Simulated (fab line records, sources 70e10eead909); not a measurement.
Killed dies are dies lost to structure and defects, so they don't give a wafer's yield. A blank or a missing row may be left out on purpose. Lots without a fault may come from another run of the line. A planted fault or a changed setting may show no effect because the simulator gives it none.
Chamber matching | flow nand_harc | NHARC_A_STAIRCASE_DEP_301 on pecvd-01: 3 sister chambers
The step deposits SiON, target thk 30 nm. 6 wafers are shown with their chamber, then 8 later ones without.

WAFERS WITH THEIR CHAMBER
wafer  | chamber | heater_power_w (W)
L088.3 | 1       | 878
L088.4 | 0       | 737
L088.6 | 1       | 837
L091.5 | 0       | 795
L091.6 | 2       | 566
L090.1 | 2       | 659

WAFERS WITHOUT THEIR CHAMBER
wafer  | heater_power_w (W)
L090.2 | 741
L090.3 | 849
L094.1 | 683
L094.2 | 599
L094.5 | 679
L095.2 | 549
L095.4 | 545
L095.6 | 722

WHICH CHAMBER EACH WENT THROUGH
wafer  | from the rows above          | in truth
L090.2 | can't be placed: 0 or 1      | 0
L090.3 | can't be placed: 1 or 0      | 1
L094.1 | can't be placed: 2 or 0      | 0
L094.2 | 2                            | 2
L094.5 | can't be placed: 2 or 0      | 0
L095.2 | 2                            | 2
L095.4 | 2                            | 2
L095.6 | can't be placed: 0 or 2 or 1 | 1
Placed correctly: 3 of 8. Can't be placed from these rows: 5 (the true chamber is among the candidates in 5). Placed wrongly: 0.
How it was worked out, from the rows above alone: a wafer's distance from a chamber is the root of the sum, over the readings, of the square of ((its reading less the chamber's mean) divided by the reading's scatter). The wafer belongs to the nearest chamber; if the next one is less than 2 further off, it can't be placed. A chamber's mean is the mean of its shown wafers. The scatter: the root of (the sum of the squares of (reading less its chamber's mean) over the shown wafers, divided by (wafers less chambers)).
